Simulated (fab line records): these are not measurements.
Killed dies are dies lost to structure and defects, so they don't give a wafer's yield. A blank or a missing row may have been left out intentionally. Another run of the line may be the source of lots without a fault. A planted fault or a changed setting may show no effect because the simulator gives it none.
Matching of chambers :: flow n5_finfet :: 4 sister chambers for N5_BEOL_M0_SAQP_MANDREL2_REMOVE_110 on rie_si-03
The step chemistry HBr/Cl2/O2, target a-Si, stops on SiCN, bt time 10 s. 4 wafers are shown with their chamber, then 8 later ones without.

== WAFERS, EACH WITH ITS CHAMBER ==
wafer: L079.2
chamber: 0
drypump_motor_current_A (A): 6.0

wafer: L079.4
chamber: 1
drypump_motor_current_A (A): 6.3

wafer: L086.3
chamber: 3
drypump_motor_current_A (A): 5.3

wafer: L086.4
chamber: 2
drypump_motor_current_A (A): 5.8

== WAFERS WITH NO CHAMBER GIVEN ==
wafer: L089.2
drypump_motor_current_A (A): 6.3

wafer: L089.3
drypump_motor_current_A (A): 5.8

wafer: L089.4
drypump_motor_current_A (A): 6.0

wafer: L090.1
drypump_motor_current_A (A): 6.0

wafer: L090.3
drypump_motor_current_A (A): 5.4

wafer: L090.6
drypump_motor_current_A (A): 5.8

wafer: L091.2
drypump_motor_current_A (A): 6.3

wafer: L091.6
drypump_motor_current_A (A): 5.9

== EACH ONE'S CHAMBER ==
wafer: L089.2
from the rows above: 1
in truth: 1

wafer: L089.3
from the rows above: 2
in truth: 2

wafer: L089.4
from the rows above: 0
in truth: 0

wafer: L090.1
from the rows above: 0
in truth: 0

wafer: L090.3
from the rows above: 3
in truth: 3

wafer: L090.6
from the rows above: 2
in truth: 2

wafer: L091.2
from the rows above: 1
in truth: 1

wafer: L091.6
from the rows above: can't be placed: 0 or 2
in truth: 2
7 of 8 placed correctly. These rows do not allow placing 1 (true chamber among the candidates in 1). 0 placed wrongly.
How it was worked out, from the rows above alone: a wafer's distance from a chamber is the root of the sum, over the readings, of the square of ((its reading less the chamber's mean) divided by the reading's scatter). The wafer belongs to the nearest chamber; if the next one is less than 2 further off, it can't be placed. Each chamber's mean is taken over the wafers shown for it. The scatter: root of mean squared gap, hidden wafer to nearest shown wafer, with one shown wafer a chamber.
